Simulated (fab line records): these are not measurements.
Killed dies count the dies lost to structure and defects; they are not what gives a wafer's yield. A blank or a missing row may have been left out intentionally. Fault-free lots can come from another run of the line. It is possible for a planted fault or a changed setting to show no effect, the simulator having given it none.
Split-lot trial ; flow n5 finfet ; 21 wafers read from 7 lots, route of 1938 steps

== ABOUT THE SPLIT ==
At N5_BEOL_M14_TRENCH_ETCH_34 (etches SiO2 in C4F8/O2/Ar, target depth 556.65 nm, time 126.9 s), the setting bias w was moved away from the recipe's 2040 W on 8 of the 21 wafers read, by -15.1% to +18.0%. For the rest of the wafers, this setting stayed at what the recipe calls for.

Reading taken at the split's own step.

== THE READING ==
rf vpp V, in V, at N5_BEOL_M14_TRENCH_ETCH_34 (etches SiO2 in C4F8/O2/Ar, target depth 556.65 nm, time 126.9 s). Fault-free wafers of this fab line usually give 2221 V, standard deviation 49 V.

wafer;tool, chamber at the split;bias w as run, W;against the recipe;rf vpp V, V;against lot-mates on the recipe
L081.2;rie diel-02, 0;2040;recipe;2229;-
L081.4;rie diel-02, 0;2304;+12.9%;2424;+212
L081.5;rie diel-02, 3;2040;recipe;2194;-
L082.1;rie diel-06, 0;2147;+5.2%;2351;+105
L082.4;rie diel-06, 0;2147;+5.2%;2352;+106
L082.5;rie diel-06, 3;2040;recipe;2246;-
L084.3;rie diel-06, 1;2040;recipe;2168;-
L084.5;rie diel-06, 0;2407;+18.0%;2541;+373
L084.6;rie diel-06, 1;2407;+18.0%;2428;+260
L088.1;rie diel-02, 2;2040;recipe;2308;-
L088.2;rie diel-02, 0;2183;+7.0%;2334;+84
L088.5;rie diel-02, 3;2040;recipe;2191;-
L090.1;rie diel-02, 1;2040;recipe;2293;-
L090.2;rie diel-02, 2;2040;recipe;2308;-
L090.6;rie diel-02, 0;2040;recipe;2228;-
L096.1;rie diel-05, 0;1732;-15.1%;1941;-295
L096.2;rie diel-05, 2;2040;recipe;2236;-
L096.5;rie diel-05, 3;1732;-15.1%;1980;-256
L097.3;rie diel-06, 1;2040;recipe;2167;-
L097.4;rie diel-06, 3;2040;recipe;2242;-
L097.6;rie diel-06, 3;2040;recipe;2242;-

THE FIT
A straight line over all 21 wafers: rf vpp V changes by +15.9 V for each +1% of bias w; r = +0.94; the points scatter about the line by 47 V.
The same after taking each lot's own level away (the mean of its wafers on the recipe; 21 wafers): +17.6 V for each +1%; r = +0.97; scatter 36 V.
Per that fit: largest bias w move, reading shift of 3.2e+02 V.
The span of the lots' own levels, 2168.0 to 2276.3 V, comes to 2.2 times the standard deviation stated above.
Thus the slope moves with the lot-to-lot level: the two fits are different.
Check: +296 V against its lot-mates is what the line predicts for one of the wafers moved furthest among these (+18.0%) when that wafer is left out of the fit. Against them it came out at +373 V.
Tool readings at the split's step, against how far the setting was moved: rf vpp V r = +0.94.

== OTHER SPLITS APPLIED TO THESE WAFERS ==
Note: prior to the reading, these wafers also went through further splits. Each is held against what the fit with the lots' levels taken away leaves over:
other split on the same wafers;wafers away from the commonest value;r with rf vpp V (lot level and that fit taken away)
N5_BEOL_M10_COAT_63 spin rpm;5;+0.10
N5_BEOL_M11_ETCH_66 time s;8;-0.11
N5_BEOL_M13_COAT_22 spin rpm;7;+0.32
N5_BEOL_M13_ETCH_68 time s;7;+0.33

== FILE'S OWN FIT ==
rf vpp V changes by +17.3 V for each +1% of bias w, r = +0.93.
